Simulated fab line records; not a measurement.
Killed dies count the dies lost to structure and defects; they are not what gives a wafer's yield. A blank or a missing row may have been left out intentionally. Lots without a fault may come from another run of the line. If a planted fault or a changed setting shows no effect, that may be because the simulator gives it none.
fab line records -- flow n5Finfet
record lots=10, wafers=30, lastDay=18
route steps=1938 shown BEOL_M8@1370 PASSIVATION@1936
lots with no fault: from the same line, run without faults
startH: the number of hours between the record's first day and the start of the first shown wafer of the lot -- waitH: how many hours have passed since the lot's step before this one -- " as in the row above -- L1.1+2: one row covering several wafers at once -- - no value, or no start was given -- * or withheld: withheld -- < > ~ a bound
route shown NAME@n: a module of which the file shows steps, and the number in the route of the first -- usual: average and standard deviation across the fault-free wafers -- same: alike in all rows -- chamber/n: place in a boat -- sites: per-site readings -- _std_site: how widely they spread, as a standard deviation -- _edge_site: mean of outer sites minus mean of inner sites -- radiusMm: for every site, how far away it sits from the centre of the wafer -- mask NAME#n: copy n -- behind: the most recent tool/chamber to have shaped the wafer -- hold: the reason the lot was held/the length of the hold in hours/how it ended -- device: the n, p or np transistor that did not switch -- end of line: at the end of the route, the tests of the same wafers -- step lacking rows: just its recipe -- killed: the dies lost at the first sort to structure and to defects; this is not the yield of the wafer -- map: per-die view of a wafer (x killed, . not killed, _ where there is no die)
set.NAME: the setting as run; set.NAME@STEP: as run at that earlier step -- model.NAME: the simulator's own value behind a step, which no gauge read
the route's steps for a sample of lots (tables are steps, rows are wafers)
services: when a tool's chamber went out of use (startH, in hours from the record's first day, below 0 if earlier), for how many hours, and the reason
## steps
# step N5_BEOL_M8_ETCH_65
# recipe chemistry=CF4, target=SiARC, targetDepthA=156, maskMaterial=CAR-EUV, timeS=26, ionEnergyEv=80, pressureMtorr=40, sourceW=545, biasW=36, Ar_flow_sccm=100, cf4FlowSccm=100, ends=cleared
# usual biasW=36.00/0.11, drypumpMotorCurrentA=5.7/0.48, etchRfOnTimeS=26.2/0.56, oesProductAu=0.68/0.069, rfVppV=184.4/1, showerheadPlenumPTorr=2.17/0.046, throttleValvePct=15.54/0.23
lot.wafer,tool,chamber,startH,waitH,biasW,drypumpMotorCurrentA,etchRfOnTimeS,oesProductAu,rfHoursCounterH,rfVppV,showerheadPlenumPTorr,throttleValvePct
L119.2,rieDiel-04,0,207.00,0.0,35.85,6.7,25.4,0.71,65,185.8,2.25,15.30
L119.3,rieDiel-04,1,207.00,0.0,36.07,5.6,25.9,0.66,129,183.7,2.15,15.48
L119.4,rieDiel-04,2,207.00,0.0,35.90,5.0,27.1,0.76,28,184.7,2.18,15.57
L120.2,rieDiel-01,1,229.06,0.0,35.73,6.0,26.5,0.63,156,186.3,2.22,15.47
L120.3,rieDiel-01,0,229.06,0.0,36.03,5.5,26.2,0.58,264,184.7,2.19,15.78
L120.6,rieDiel-01,1,229.06,0.0,36.06,6.1,26.4,0.64,-,184.9,2.22,15.49
L121.1,rieDiel-05,3,231.27,0.0,36.03,6.1,26.4,0.59,217,186.4,2.20,15.69
L121.2,rieDiel-05,1,231.27,0.0,35.95,6.0,27.5,0.56,218,184.5,2.20,15.82
L121.4,rieDiel-05,0,231.27,0.0,36.04,5.6,26.4,0.64,183,185.4,2.21,15.65
L127.3,rieDiel-04,0,286.61,0.0,36.25,6.7,25.3,0.68,93,185.7,2.24,15.36
L127.4,rieDiel-04,3,286.61,0.0,36.08,4.9,25.8,0.67,128,183.5,2.07,15.76
L127.5,rieDiel-04,3,286.61,0.0,36.10,4.9,25.9,0.67,-,182.0,2.07,15.76
L128.4,rieDiel-01,1,291.12,0.0,35.96,6.0,26.3,0.61,179,185.7,2.21,15.51
L128.5,rieDiel-01,3,291.12,0.0,36.12,5.7,25.4,0.71,-,183.6,2.16,15.76
L128.6,rieDiel-01,2,291.12,0.0,36.05,5.8,26.5,0.77,-,184.4,2.17,15.08
L136.3,rieDiel-01,0,330.51,0.0,35.96,5.5,25.7,0.75,31,184.5,2.18,15.34
L136.4,rieDiel-01,2,330.51,0.0,36.15,5.8,26.7,0.74,44,183.3,2.16,15.08
L136.5,rieDiel-01,1,330.51,0.0,35.97,6.0,26.5,0.60,-,184.1,2.21,15.54
L138.1,rieDiel-01,3,334.69,0.0,35.98,5.7,25.9,0.69,94,184.5,2.15,15.77
L138.5,rieDiel-01,1,334.69,0.0,36.04,6.1,26.8,0.60,-,185.2,2.21,15.54
L138.6,rieDiel-01,2,334.69,0.0,36.02,5.9,27.1,0.74,-,184.3,2.16,15.08
L139.3,rieDiel-04,3,340.96,0.0,36.03,4.9,25.7,0.66,151,181.5,2.06,15.79
L139.4,rieDiel-04,2,340.96,0.0,35.90,5.0,26.8,0.70,78,183.1,2.17,15.69
L139.5,rieDiel-04,0,340.96,0.0,35.94,6.7,25.3,0.68,-,186.0,2.24,15.38
L140.1,rieDiel-01,2,363.15,0.0,35.96,5.9,26.4,0.73,55,185.9,2.16,15.11
L140.3,rieDiel-01,3,363.15,0.0,36.03,5.7,25.1,0.69,103,183.9,2.15,15.81
L140.6,rieDiel-01,3,363.15,0.0,36.01,5.7,25.5,0.68,-,185.1,2.15,15.82
L141.1,rieDiel-04,3,363.34,0.0,36.01,4.9,25.5,0.65,159,184.0,2.06,15.81
L141.2,rieDiel-04,0,363.34,0.0,35.82,6.7,25.2,0.67,118,183.9,2.24,15.40
L141.4,rieDiel-04,3,363.34,0.0,35.97,4.9,25.8,0.65,-,183.6,2.06,15.79
# step N5_BEOL_M8_ETCH_41
# recipe chemistry=CH3F/O2, target=SiCN, targetDepthA=319, taperDeg=2, timeS=57.8, ionEnergyEv=120, maskMaterial=TiN, pressureMtorr=30, sourceW=395, biasW=75, Ar_flow_sccm=150, CH3F_flow_sccm=30, O2_flow_sccm=20
# usual biasW=75.03/0.21, drypumpMotorCurrentA=5.7/0.49, oesProductAu=0.79/0.082, rfVppV=298.0/1.4, showerheadPlenumPTorr=2.03/0.046, throttleValvePct=16.24/0.23
lot.wafer,tool,chamber,startH,waitH,biasW,drypumpMotorCurrentA,oesProductAu,rfHoursCounterH,rfVppV,showerheadPlenumPTorr,throttleValvePct
L119.2,rieDiel-04,0,-,-,75.16,6.7,0.84,65,300.0,2.10,15.97
L119.3,rieDiel-04,1,-,-,75.28,5.6,0.76,129,297.1,2.01,16.16
L119.4,rieDiel-04,2,-,-,75.30,5.0,0.90,28,297.7,2.04,16.25
L120.2,rieDiel-01,1,-,-,75.44,6.1,0.74,156,299.3,2.08,16.18
L120.3,rieDiel-01,0,-,-,74.59,5.5,0.67,264,299.0,2.04,16.42
L120.6,rieDiel-01,1,-,-,75.14,6.1,0.75,-,296.9,2.08,16.18
L121.1,rieDiel-05,3,-,-,75.25,6.1,0.70,217,299.4,2.06,16.41
L121.2,rieDiel-05,1,-,-,75.12,6.1,0.67,219,299.5,2.06,16.47
L121.4,rieDiel-05,0,-,-,74.82,5.6,0.75,183,299.8,2.06,16.32
L127.3,rieDiel-04,0,-,-,75.15,6.7,0.82,93,299.7,2.09,16.03
L127.4,rieDiel-04,3,-,-,74.98,4.9,0.80,129,296.9,1.92,16.42
L127.5,rieDiel-04,3,-,-,74.98,4.9,0.80,-,294.5,1.93,16.44
L128.4,rieDiel-01,1,-,-,75.26,6.1,0.72,180,299.1,2.07,16.22
L128.5,rieDiel-01,3,-,-,74.87,5.7,0.83,-,298.2,2.02,16.53
L128.6,rieDiel-01,2,-,-,75.08,5.8,0.91,-,296.5,2.03,15.80
L136.3,rieDiel-01,0,-,-,75.26,5.5,0.88,31,298.2,2.03,16.00
L136.4,rieDiel-01,2,-,-,74.82,5.8,0.88,44,298.5,2.03,15.83
L136.5,rieDiel-01,1,-,-,74.88,6.0,0.71,-,299.8,2.06,16.23
L138.1,rieDiel-01,3,-,-,75.28,5.7,0.81,94,299.0,2.02,16.56
L138.5,rieDiel-01,1,-,-,75.30,6.1,0.72,-,297.1,2.06,16.25
L138.6,rieDiel-01,2,-,-,75.38,5.9,0.87,-,298.2,2.02,15.84
L139.3,rieDiel-04,3,-,-,75.05,4.9,0.78,151,294.9,1.92,16.49
L139.4,rieDiel-04,2,-,-,74.94,5.0,0.83,78,299.8,2.02,16.37
L139.5,rieDiel-04,0,-,-,75.04,6.7,0.80,-,298.6,2.09,16.04
L140.1,rieDiel-01,2,-,-,75.10,5.9,0.86,55,298.5,2.02,15.85
L140.3,rieDiel-01,3,-,-,75.04,5.7,0.80,104,299.0,2.02,16.58
L140.6,rieDiel-01,3,-,-,74.92,5.7,0.80,-,297.7,2.02,16.59
L141.1,rieDiel-04,3,-,-,75.03,4.9,0.76,159,294.7,1.91,16.50
L141.2,rieDiel-04,0,-,-,75.03,6.6,0.78,118,299.0,2.08,16.06
L141.4,rieDiel-04,3,-,-,75.04,4.9,0.76,-,294.9,1.92,16.49
# step N5_BEOL_M8_ALD_77
# recipe material=TaN, targetThkA=20, tempC=275, aldPrecursorFamily=PDMAT, aldCoReactant=NH3, pressureTorr=3, carrierFlowSccm=1500, pulseTimeS=2, purgeTimeS=3, coReactantPurgeTimeS=2, coReactantPulseTimeS=3, aldCycles=40, precursorVesselTempC=75, precursorVesselPressureTorr=26.25, precursorVesselCarrierSccm=1000
# usual heaterPowerW=421/46, precursorVesselCarrierSccm=1000.0/2.9, susceptorTempC=274.98/0.17
lot.wafer,tool,chamber,startH,waitH,heaterPowerW,precursorVesselCarrierSccm,susceptorTempC
L119.2,aldMetal-01,1,208.48,0.0,475,996.7,275.28
L119.3,aldMetal-01,2,208.48,0.0,439,994.3,275.18
L119.4,aldMetal-01,3,208.48,0.0,379,1001.0,274.69
L120.2,aldMetal-01,0,230.20,0.0,441,1000.3,274.93
L120.3,aldMetal-01,1,230.20,0.0,480,1000.0,274.90
L120.6,aldMetal-01,2,230.20,0.0,432,994.1,275.21
L121.1,aldMetal-01,0,233.22,0.2,441,995.8,274.73
L121.2,aldMetal-01,1,233.22,0.2,482,999.0,274.93
L121.4,aldMetal-01,2,233.22,0.2,433,996.4,274.78
L127.3,aldMetal-01,1,287.77,0.0,469,1000.6,274.88
L127.4,aldMetal-01,3,287.77,0.0,378,1000.4,275.12
L127.5,aldMetal-01,3,287.77,0.0,383,996.2,274.83
L128.4,aldMetal-01,1,292.41,0.1,481,1002.2,275.14
L128.5,aldMetal-01,3,292.41,0.1,371,1002.0,275.15
L128.6,aldMetal-01,2,292.41,0.1,438,1001.5,274.91
L136.3,aldMetal-01,1,331.78,0.1,562,999.3,296.04
L136.4,aldMetal-01,2,331.78,0.1,436,1002.3,274.96
L136.5,aldMetal-01,3,331.78,0.1,373,1000.9,274.90
L138.1,aldMetal-01,1,336.22,0.1,550,999.2,296.03
L138.5,aldMetal-01,0,336.22,0.1,428,998.8,275.07
L138.6,aldMetal-01,1,336.22,0.1,559,998.0,295.97
L139.3,aldMetal-03,0,342.20,0.1,462,995.3,275.28
L139.4,aldMetal-03,1,342.20,0.1,389,998.8,275.00
L139.5,aldMetal-03,2,342.20,0.1,404,999.2,275.37
L140.1,aldMetal-03,1,364.37,0.0,397,994.1,275.01
L140.3,aldMetal-03,3,364.37,0.0,393,999.3,275.41
L140.6,aldMetal-03,0,364.37,0.0,458,1001.0,275.02
L141.1,aldMetal-02,2,364.45,0.0,401,1002.2,275.24
L141.2,aldMetal-02,3,364.45,0.0,536,1003.3,274.91
L141.4,aldMetal-02,0,364.45,0.0,407,1004.1,274.83
# step N5_BEOL_M8_DEP_56
# recipe material=SiCN, targetThkA=100, tempC=withheld, precursor=3MS/NH3, pressureTorr=3, rfW=202, timeS=17.5
# usual showerheadPlenumPTorr=3.661/0.012, throttleValvePct=8.9/0.35
lot.wafer,tool,chamber,startH,waitH,showerheadPlenumPTorr,throttleValvePct
L119.2,pecvd-04,1,210.23,0.0,3.679,8.6
L119.3,pecvd-04,0,210.23,0.0,3.663,9.0
L119.4,pecvd-04,1,210.23,0.0,3.667,8.9
L120.2,pecvd-04,2,232.02,0.0,3.679,8.8
L120.3,pecvd-04,0,232.02,0.0,3.659,8.8
L120.6,pecvd-04,0,232.02,0.0,3.664,9.2
L121.1,pecvd-02,2,234.66,0.0,3.650,8.5
L121.2,pecvd-02,0,234.66,0.0,3.659,8.6
L121.4,pecvd-02,1,234.66,0.0,3.654,9.0
L127.3,pecvd-02,1,289.20,0.0,3.657,9.0
L127.4,pecvd-02,2,289.20,0.0,3.657,8.7
L127.5,pecvd-02,0,289.20,0.0,3.660,8.9
L128.4,pecvd-01,1,294.34,0.0,3.653,9.3
L128.5,pecvd-01,0,294.34,0.0,3.659,9.5
L128.6,pecvd-01,2,294.34,0.0,3.642,8.5
L136.3,pecvd-04,1,333.24,0.0,3.681,9.0
L136.4,pecvd-04,0,333.24,0.0,3.661,9.1
L136.5,pecvd-04,2,333.24,0.0,3.689,8.6
L138.1,pecvd-04,1,338.07,0.0,3.680,8.9
L138.5,pecvd-04,1,338.07,0.0,3.682,8.8
L138.6,pecvd-04,0,338.07,0.0,3.666,9.1
L139.3,pecvd-01,2,345.45,0.0,3.648,8.8
L139.4,pecvd-01,2,345.45,0.0,3.650,8.5
L139.5,pecvd-01,1,345.45,0.0,3.652,9.4
L140.1,pecvd-01,0,365.90,0.0,3.659,9.6
L140.3,pecvd-01,2,365.90,0.0,3.645,8.6
L140.6,pecvd-01,2,365.90,0.0,3.638,8.2
L141.1,pecvd-04,2,365.97,0.0,3.674,8.7
L141.2,pecvd-04,0,365.97,0.0,3.662,9.3
L141.4,pecvd-04,0,365.97,0.0,3.666,9.1
# step N5_PASSIVATION_PROBE_49
# usual defectLimitedYield=91.3/1.4, killed_at_M0_to_M3=34/9.2, killed_at_M4_up=13/5.3, killedAtContacts=12/6, killedAtFrontEnd=39/12, killedAtOther=4/3.3, killedDies=102/17, killedOpen=67/12, killedShort=34/7.4, sort_bin_5_function=5.1/1, sort_bin_6_memory=3.2/0.6, sortNPass=1078/17, sortYieldPct=91.3/1.4
# same grossDies=1180, killedAtBackSide=0, sort_bin_4_leakage[%]=0, sort_bin_8_speed[%]=0
lot.wafer,tool,chamber,startH,waitH,defectLimitedYield[%],killed_at_M0_to_M3,killed_at_M4_up,killedAtContacts,killedAtFrontEnd,killedAtOther,killedDies,killedOpen,killedShort,sort_bin_5_function[%],sort_bin_6_memory[%],sortNPass,sortYieldPct[%]
L119.2,prober-01,-,280.84,0.1,91.2,33,15,12,37,7,104,75,27,5.4,3.2,1076,91.2
L119.3,prober-01,-,280.89,0.1,91.4,34,14,4,41,8,101,71,29,4.5,3.9,1079,91.4
L119.4,prober-01,-,280.94,0.2,91.1,27,9,8,48,13,105,71,34,6.1,2.5,1075,91.1
L140.1,prober-01,-,443.16,0.0,89.9,40,9,9,53,8,119,80,39,5.3,4.7,1061,89.9
L140.3,prober-01,-,443.26,0.1,91.7,38,8,6,38,8,98,59,39,5.1,3.0,1082,91.7
L140.6,prober-01,-,443.41,0.3,93.9,19,12,13,27,1,72,45,26,3.0,2.9,1108,93.9
# killed by level:class
L119.2 BEOL_M2:geometricParticle:open=12 MOL_CONTACT_COAG:geometricParticle:open=10 BEOL_M3:geometricParticle:open=7 STI_FIN_REVEAL:geometricParticle:open=6 DUMMY_GATE:geometricParticle:open=5 SPACER0:geometricParticle:open=5 STARTING-WAFER:geometricParticle:open=5 BEOL_M4:geometricParticle:open=5
L119.3 STI_FIN_REVEAL:geometricParticle:open=15 FIN_SAQP:geometricParticle:open=9 BEOL_M2:geometricParticle:open=8 BEOL_M0_SAQP:geometricParticle:short=6 BEOL_M0_SAQP:geometricParticle:open=6 BEOL_M4:geometricParticle:open=6 FIN_SAQP:geometricParticle:short=5 GATE_CUT:geometricParticle:short=5
L119.4 STI_FIN_REVEAL:geometricParticle:open=15 BEOL_M3:geometricParticle:open=10 FIN_SAQP:geometricParticle:short=9 FIN_SAQP:geometricParticle:open=8 MOL_CONTACT_COAG:geometricParticle:open=6 BEOL_M0:geometricParticle:open=4 BEOL_M2:geometricParticle:short=4 STI_FIN_REVEAL:geometricParticle:short=3
L140.1 FIN_SAQP:geometricParticle:open=20 STI_FIN_REVEAL:geometricParticle:open=13 BEOL_M3:geometricParticle:open=10 BEOL_M0_SAQP:geometricParticle:short=9 MOL_CONTACT_COAG:geometricParticle:open=8 BEOL_M0_SAQP:geometricParticle:open=8 GATE_CUT:geometricParticle:short=5 BEOL_M3:geometricParticle:short=5
L140.3 BEOL_M0_SAQP:geometricParticle:short=10 FIN_SAQP:geometricParticle:short=9 FIN_SAQP:geometricParticle:open=8 BEOL_M0_SAQP:geometricParticle:open=7 BEOL_M3:geometricParticle:open=7 STI_FIN_REVEAL:geometricParticle:open=5 MOL_CONTACT_COAG:geometricParticle:open=5 BEOL_M1:geometricParticle:open=5
L140.6 MOL_CONTACT_COAG:geometricParticle:open=10 FIN_SAQP:geometricParticle:short=8 FIN_SAQP:geometricParticle:open=7 BEOL_M5:geometricParticle:open=4 STI_FIN_REVEAL:geometricParticle:open=3 MOL_CONTACT_COAG:geometricParticle:short=3 BEOL_M0:geometricParticle:open=3 BEOL_M1:geometricParticle:short=3
## services
tool,chamber,startH,hours,kind
pecvd-04,-,188.59,2.2,repair
rieDiel-05,2,195.63,4.7,repair
rieDiel-01,2,202.29,-,clean
rieDiel-01,2,202.29,-,consumableReplace:focusRing
rieDiel-01,2,202.29,15.4,scheduledDown
rieDiel-01,2,202.29,15.4,ventCycle
pecvd-04,-,205.00,0.8,repair
aldMetal-01,2,209.33,5.6,repair
aldMetal-01,-,255.14,8.7,pm
rieDiel-04,1,265.53,7.1,repair
pecvd-04,-,269.27,1.5,repair
pecvd-01,1,284.69,6.8,repair
pecvd-01,-,286.81,3.3,repair
rieDiel-05,-,290.29,1.3,repair
rieDiel-04,0,298.79,14.6,repair
aldMetal-03,0,306.08,26.6,repair
aldMetal-01,3,306.39,9.4,repair
aldMetal-03,-,327.47,2.3,repair
aldMetal-01,-,337.25,14.0,pm
rieDiel-01,-,356.84,0.7,repair
aldMetal-01,2,358.27,21.7,repair
rieDiel-05,1,358.51,3.4,repair
rieDiel-04,2,360.37,9.1,repair
pecvd-04,1,364.40,29.3,repair
## key
firstSign step=N5_BEOL_M8_ALD_77, reading=susceptorTempC, direction=up, sigmas=99+, usual=*, struck=*
effect none on later readings
metAt N5_BEOL_M8_ALD_77
struckLots L136,L138
struckWafers L136.3,L138.1,L138.6
notActingAt N5_BEOL_M8_ETCH_65,N5_BEOL_M8_ETCH_41,N5_BEOL_M8_DEP_56
onsetBetween 292.41 331.78
fault kind=processParameterDrift, tool=aldMetal-01, chamber=1, onsetH=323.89, steps=N5_BEOL_M8_ALD_77, channel=tempC, offset=*, shape=step, endH=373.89, actsIn=*, stated=*
